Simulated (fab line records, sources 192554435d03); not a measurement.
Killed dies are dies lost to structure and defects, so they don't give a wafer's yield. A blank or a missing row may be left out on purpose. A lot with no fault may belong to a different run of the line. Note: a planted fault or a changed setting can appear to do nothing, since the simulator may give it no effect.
Which tool did it? | flow n5Finfet | Sampling: 10 lots, 30 wafers, 5 of 1938 route steps

WHAT THE GAUGES READ, wafer by wafer
N5_WELL_APT_OVL_MEAS_26. Usual: for PWELL_OVL the level is 3 nm and the standard deviation is 6.5.
lot  | measured    | on         | PWELL_OVL (nm) | flag
L318 | day 1 14:44 | overlay-01 | 10 14 7        | 
L324 | day 3 03:30 | overlay-01 | -1 0 1         | 
L325 | day 3 09:05 | overlay-01 | -7 -2 -6       | 
L328 | day 4 03:05 | overlay-02 | -6 -4 -8       | 
L330 | day 4 14:54 | overlay-02 | -5 5 3         | 
L333 | day 5 09:13 | overlay-01 | 11 4 -2        | 
L334 | day 5 15:07 | overlay-01 | 0 5 11         | 
L338 | day 6 15:13 | overlay-02 | 5 3 8          | 
L339 | day 6 21:07 | overlay-01 | 4 6 12         | 
L341 | day 7 09:29 | overlay-02 | 9 9 14         | 

N5_PMOS_HMC_CHANNEL_EPI_OVL_MEAS_10. Usual: for PMOS_HMC_BLK_OVL the level is -0.4 nm and the standard deviation is 0.85.
lot  | measured    | on         | PMOS_HMC_BLK_OVL (nm) | flag
L318 | day 1 16:55 | overlay-02 | 0.4 0.9 0.4           | 
L324 | day 3 05:40 | overlay-01 | 1.2 0.4 -0.3          | 
L325 | day 3 11:07 | overlay-02 | -0.5 -0.7 0.4         | 
L328 | day 4 05:14 | overlay-01 | -0.9 0.4 -0.7         | 
L330 | day 4 17:04 | overlay-01 | -1.5 -1.1 -1.2        | 
L333 | day 5 11:17 | overlay-02 | -0.2 0.6 0.4          | 
L334 | day 5 17:09 | overlay-02 | -1.2 -0.8 -0.8        | 
L338 | day 6 17:41 | overlay-02 | -0.1 -0.5 -0.4        | 
L339 | day 6 23:36 | overlay-02 | -0.3 -1.8 -1.5        | 
L341 | day 7 11:40 | overlay-01 | -1.3 -0.5 -0.6        | 

N5_BEOL_M4_RC_MEAS_101. Usual: DIBL_N 36.1 mV/V, standard deviation 2.3; DIBL_P 36 mV/V, standard deviation 3.2; IOFF_N 0.16 nA/um, standard deviation 0.045; IOFF_P 0.21 nA/um, standard deviation 0.049; ION_N 674 uA/um, standard deviation 14; ION_P 462 uA/um, standard deviation 8.4; RS_NWELL 1037 ohm/sq, standard deviation 6.8; SS_N 71.6 mV/dec, standard deviation 0.83; SS_P 73.2 mV/dec, standard deviation 0.87; VT_N 249 mV, standard deviation 3.8; VT_P -250 mV, standard deviation 3.4.
lot  | measured     | on        | DIBL_N (mV/V)  | DIBL_P (mV/V) | IOFF_N (nA/um) | IOFF_P (nA/um) | ION_N (uA/um) | ION_P (uA/um) | RS_NWELL (ohm/sq) | SS_N (mV/dec)  | SS_P (mV/dec)  | VT_N (mV)   | VT_P (mV)      | flag
L318 | day 10 20:59 | prober-02 | 35.1 39.1 37.9 | 34 39 37      | 0.13 0.20 0.18 | 0.21 0.28 0.25 | 659 675 673   | 461 466 465   | 1044 1030 1034    | 70.7 72.3 71.7 | 72.9 73.6 73.7 | 250 248 248 | -249 -246 -245 | 
L324 | day 12 13:42 | prober-02 | 35.9 31.9 35.3 | 36 31 34      | 0.16 0.10 0.16 | 0.18 0.13 0.17 | 671 663 670   | 449 451 453   | 1025 1027 1037    | 71.5 69.7 70.8 | 74.0 72.0 72.7 | 248 252 246 | -250 -256 -255 | 
L325 | day 13 23:03 | prober-02 | 37.8 42.2 36.9 | 38 44 37      | 0.18 0.31 0.17 | 0.23 0.34 0.22 | 684 692 694   | 470 471 468   | 1038 1042 1036    | 72.6 73.7 71.5 | 73.9 76.2 73.5 | 251 243 246 | -250 -247 -250 | 
L328 | day 13 15:51 | prober-01 | 33.8 34.2 34.2 | 34 34 34      | 0.16 0.14 0.15 | 0.22 0.21 0.21 | 667 662 684   | 462 460 474   | 1036 1035 1041    | 71.5 71.5 71.1 | 73.0 72.4 73.1 | 248 250 248 | -248 -249 -249 | 
L330 | day 13 09:17 | prober-02 | 34.9 35.4 34.2 | 35 33 33      | 0.13 0.13 0.11 | 0.20 0.17 0.15 | 682 662 648   | 472 458 444   | 959 957 946       | 71.0 71.3 70.2 | 73.2 72.0 72.0 | 253 251 257 | -250 -255 -256 | OFF
L333 | day 15 08:42 | prober-01 | 35.5 37.7 33.9 | 36 38 34      | 0.15 0.20 0.13 | 0.18 0.22 0.16 | 672 686 667   | 457 463 457   | 951 959 951       | 72.1 71.2 70.4 | 72.9 74.2 72.4 | 249 244 248 | -253 -251 -255 | OFF
L334 | day 14 17:44 | prober-01 | 31.4 37.2 36.4 | 30 36 35      | 0.09 0.19 0.16 | 0.13 0.20 0.19 | 645 672 668   | 446 462 458   | 961 948 946       | 69.8 71.5 71.4 | 72.4 73.5 73.7 | 255 247 250 | -258 -249 -254 | OFF
L338 | day 15 22:50 | prober-02 | 37.6 39.2 36.5 | 38 41 37      | 0.17 0.21 0.15 | 0.20 0.28 0.20 | 673 674 675   | 458 466 462   | 1031 1034 1033    | 71.3 72.2 71.2 | 73.8 75.1 73.9 | 248 249 248 | -252 -249 -254 | 
L339 | day 17 04:50 | prober-02 | 40.9 40.3 39.2 | 44 43 41      | 0.28 0.30 0.26 | 0.38 0.36 0.31 | 686 695 685   | 469 472 464   | 1035 1032 1031    | 73.0 72.4 72.8 | 75.4 74.8 75.0 | 241 239 243 | -241 -240 -243 | 
L341 | day 17 10:15 | prober-01 | 37.5 40.1 37.4 | 39 42 38      | 0.20 0.24 0.19 | 0.25 0.29 0.24 | 683 679 681   | 463 461 466   | 1038 1039 1034    | 72.7 72.7 72.0 | 73.3 74.2 73.7 | 246 246 247 | -248 -248 -247 | 

WHICH TOOL RAN EACH LOT (tool, then ch and the chambers of the sampled wafers, then the start)
lot  | N5_WELL_APT_IMPLANT_14         | N5_WELL_APT_DESCUM_30
L318 | implanter-02 ch 0, day 1 13:46 | rieDiel-01 ch 1,2,3, day 1 14:48
L324 | implanter-01 ch 0, day 3 02:26 | rieDiel-01 ch 2,3, day 3 03:33
L325 | implanter-02 ch 0, day 3 08:03 | rieDiel-03 ch 1,3, day 3 09:08
L328 | implanter-01 ch 0, day 4 01:59 | rieDiel-01 ch 0,1,3, day 4 03:08
L330 | implanter-02 ch 0, day 4 13:49 | rieDiel-04 ch 1,2,3, day 4 14:58
L333 | implanter-02 ch 0, day 5 08:07 | rieDiel-04 ch 0,1,2, day 5 09:16
L334 | implanter-02 ch 0, day 5 14:04 | rieDiel-03 ch 1,2,3, day 5 15:10
L338 | implanter-01 ch 0, day 6 14:10 | rieDiel-03 ch 0,1,2, day 6 15:17
L339 | implanter-01 ch 0, day 6 20:01 | rieDiel-01 ch 0,1,2, day 6 21:26
L341 | implanter-01 ch 0, day 7 08:13 | rieDiel-04 ch 0,2,3, day 7 09:34
- N5_WELL_APT_IMPLANT_14
- N5_WELL_APT_DESCUM_30: chemistry O2, time 7.9 s.

WHAT THE TOOLS THEMSELVES READ (means of the sampled wafers that have a number; where no wafer has one, the mark that the record gives instead)
N5_WELL_APT_IMPLANT_14. Usual: doseIonsCm2 1.4997e+13, standard deviation 1.5e+10; faradayCurrentUA 190, standard deviation 3.9.
lot  | tool         | doseIonsCm2 | faradayCurrentUA | flag
L318 | implanter-02 | 1.4992e+13  | 192              | 
L324 | implanter-01 | 1.5003e+13  | 188              | 
L325 | implanter-02 | 1.4981e+13  | 194              | 
L328 | implanter-01 | 1.4991e+13  | 190              | 
L330 | implanter-02 | 1.7543e+13  | 226              | OFF
L333 | implanter-02 | 1.7544e+13  | 224              | OFF
L334 | implanter-02 | 1.7541e+13  | 223              | OFF
L338 | implanter-01 | 1.5001e+13  | 190              | 
L339 | implanter-01 | 1.4996e+13  | 189              | 
L341 | implanter-01 | 1.5001e+13  | 194              | 

N5_WELL_APT_DESCUM_30. Usual: biasPowerW 20.01 W, standard deviation 0.067; drypumpMotorCurrentA 5.67 A, standard deviation 0.21; oesProductAu 0.78 a.u., standard deviation 0.078; rfVppV 243.5 V, standard deviation 1.4; showerheadPlenumPTorr 2.10 Torr, standard deviation 0.066; throttleValvePct 20.47 %, standard deviation 0.26.
lot  | tool       | biasPowerW (W) | drypumpMotorCurrentA (A) | oesProductAu (a.u.) | rfVppV (V) | showerheadPlenumPTorr (Torr) | throttleValvePct (%) | flag
L318 | rieDiel-01 | 20.00          | 5.69                     | 0.82                | 243.9      | 2.12                         | 20.36                | 
L324 | rieDiel-01 | 20.01          | 5.71                     | 0.75                | 242.9      | 2.08                         | 20.54                | 
L325 | rieDiel-03 | 20.05          | 5.73                     | 0.82                | 241.9      | 2.02                         | 20.45                | 
L328 | rieDiel-01 | 20.02          | 5.72                     | 0.82                | 243.4      | 2.09                         | 20.21                | 
L330 | rieDiel-04 | 19.99          | 5.52                     | 0.72                | 245.2      | 2.14                         | 20.65                | 
L333 | rieDiel-04 | 20.00          | 5.72                     | 0.69                | 243.0      | 2.11                         | 20.70                | 
L334 | rieDiel-03 | 20.00          | 5.78                     | 0.79                | 243.1      | 2.06                         | 20.36                | 
L338 | rieDiel-03 | 20.02          | 5.76                     | 0.76                | 243.7      | 2.10                         | 20.54                | 
L339 | rieDiel-01 | 20.04          | 5.66                     | 0.82                | 243.3      | 2.10                         | 20.43                | 
L341 | rieDiel-04 | 19.99          | 5.49                     | 0.81                | 243.9      | 2.14                         | 20.63                | 

THE ANSWER, worked out from the rows above alone
Rule: take the mean of a lot's wafers that have a number; if it is more than 3 standard deviations from the usual mean, the lot is off. A lot without any number at a reading at which 4 lots or more have one is off too. Where the step has rows for the other lots, those lots are counted as sound. First the gauges in route order, then the tools' own readings, where a lot's mean is used as printed above. The first step at which some lot is off is used, and at that step the reading that is off furthest; a lot without a number counts as furthest.
Off: L330, L333, L334, seen at N5_BEOL_M4_RC_MEAS_101 (RS_NWELL).
A tool fits if, at a process step before that reading, it ran every lot that is off, and no sound lot after the first of them. Not tried: the gauges at N5_BEOL_M4_RC_MEAS_101; whatever is off there is also off at N5_WELL_APT_IMPLANT_14, on other tools, and gauge error can't account for it. One fits: N5_WELL_APT_IMPLANT_14 on implanter-02. A fault onset in the window from L325 (day 3 08:03, its last sound lot) to L330 (day 4 13:49, its first lot off) fits.
The tool's own readings at N5_WELL_APT_IMPLANT_14 bear it out: on the lots that are off they differ by more than 5 times the standard deviation of the sound lots' means. doseIonsCm2 reads 1.7543e+13 there against 1.4995e+13 on the sound lots; faradayCurrentUA reads 224 there against 191 on the sound lots.

WHAT HAD BEEN PUT IN BY THE SIMULATOR
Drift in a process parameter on implanter-02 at N5_WELL_APT_IMPLANT_14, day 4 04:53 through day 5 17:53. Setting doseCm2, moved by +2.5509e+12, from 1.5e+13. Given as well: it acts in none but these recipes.
Struck lots among those shown: L330, L333, L334. The rule above reached the same finding.
